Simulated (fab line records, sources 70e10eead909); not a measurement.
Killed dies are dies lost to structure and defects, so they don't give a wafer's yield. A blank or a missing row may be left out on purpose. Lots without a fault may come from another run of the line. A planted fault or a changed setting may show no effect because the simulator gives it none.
Which tool did it? | flow nand_harc | 7 lots, 20 wafers sampled, at 3 steps of a route of 1159

WHAT THE GAUGES READ, wafer by wafer
NHARC_P_GATE_CD_MEAS_91: target cd 2000 nm.
lot  | measured     | on        | cd_nm (nm)
L179 | day 5 23:03  | cd_sem-01 | 1997.8 2002.8 1997.4
L180 | day 6 12:04  | cd_sem-01 | 1997.3 1998.8 1998.4
L182 | day 7 05:33  | cd_sem-03 | 1998.8 1999.1 1999.3
L184 | day 7 14:20  | cd_sem-02 | 2000.4 2000.0 2001.9
L187 | day 8 01:38  | cd_sem-02 | 2001.0 2001.9 2000.7
L189 | day 8 18:31  | cd_sem-01 | 1996.5 1996.7 1996.9
L197 | day 10 15:01 | cd_sem-01 | 1997.7 2021.1

WHICH TOOL RAN EACH LOT (tool, then ch and the chambers of the sampled wafers, then the start)
lot  | NHARC_P_GATE_DESCUM_61            | NHARC_P_GATE_EXPOSE_88
L179 | rie_diel-03 ch 0,2,3, day 5 21:38 | krf_scanner-03 ch 0, day 5 22:54
L180 | rie_diel-09 ch 2,3, day 6 10:31   | krf_scanner-04 ch 0, day 6 11:55
L182 | rie_diel-09 ch 0,3, day 7 04:00   | krf_scanner-03 ch 0, day 7 05:23
L184 | rie_diel-03 ch 2,3, day 7 12:55   | krf_scanner-04 ch 0, day 7 14:10
L187 | rie_diel-09 ch 2,3, day 8 00:04   | krf_scanner-02 ch 0, day 8 01:29
L189 | rie_diel-09 ch 0,1,2, day 8 16:58 | krf_scanner-03 ch 0, day 8 18:22
L197 | rie_diel-09 ch 2,3, day 10 13:37  | krf_scanner-03 ch 0, day 10 14:52
- NHARC_P_GATE_DESCUM_61: chemistry O2, time 3 s.
- NHARC_P_GATE_EXPOSE_88: exposes mask P HVN, target cd 2000 nm.

THE ANSWER, worked out from the rows above alone
Rule: what is usual is taken from the lots themselves. Put in order of their means at a reading, lots are off if they are a third of the lots or fewer, leave a main group of 4 or more, and stand apart from it by a gap of 3 or more times the standard deviation of the main group's means; of several such gaps the widest counts. A main group whose means are all the same, to the digits that the tables above print for the reading, isn't used. A lot without any number at a reading at which 4 lots or more have one is off too. The other lots that the step has rows for count as sound.
Off: L197, at NHARC_P_GATE_CD_MEAS_91 (cd_nm). The main group: mean 1999.2 nm, standard deviation 1.5.
A tool fits if, at a process step before that reading, it ran every lot that is off, and no sound lot after the first of them. The gauges at NHARC_P_GATE_CD_MEAS_91 are tried like those tools. Can't be told from this: 3 tools fit, rie_diel-09 at NHARC_P_GATE_DESCUM_61, krf_scanner-03 at NHARC_P_GATE_EXPOSE_88, cd_sem-01 at NHARC_P_GATE_CD_MEAS_91.

WHAT THE SIMULATOR HAD PUT IN
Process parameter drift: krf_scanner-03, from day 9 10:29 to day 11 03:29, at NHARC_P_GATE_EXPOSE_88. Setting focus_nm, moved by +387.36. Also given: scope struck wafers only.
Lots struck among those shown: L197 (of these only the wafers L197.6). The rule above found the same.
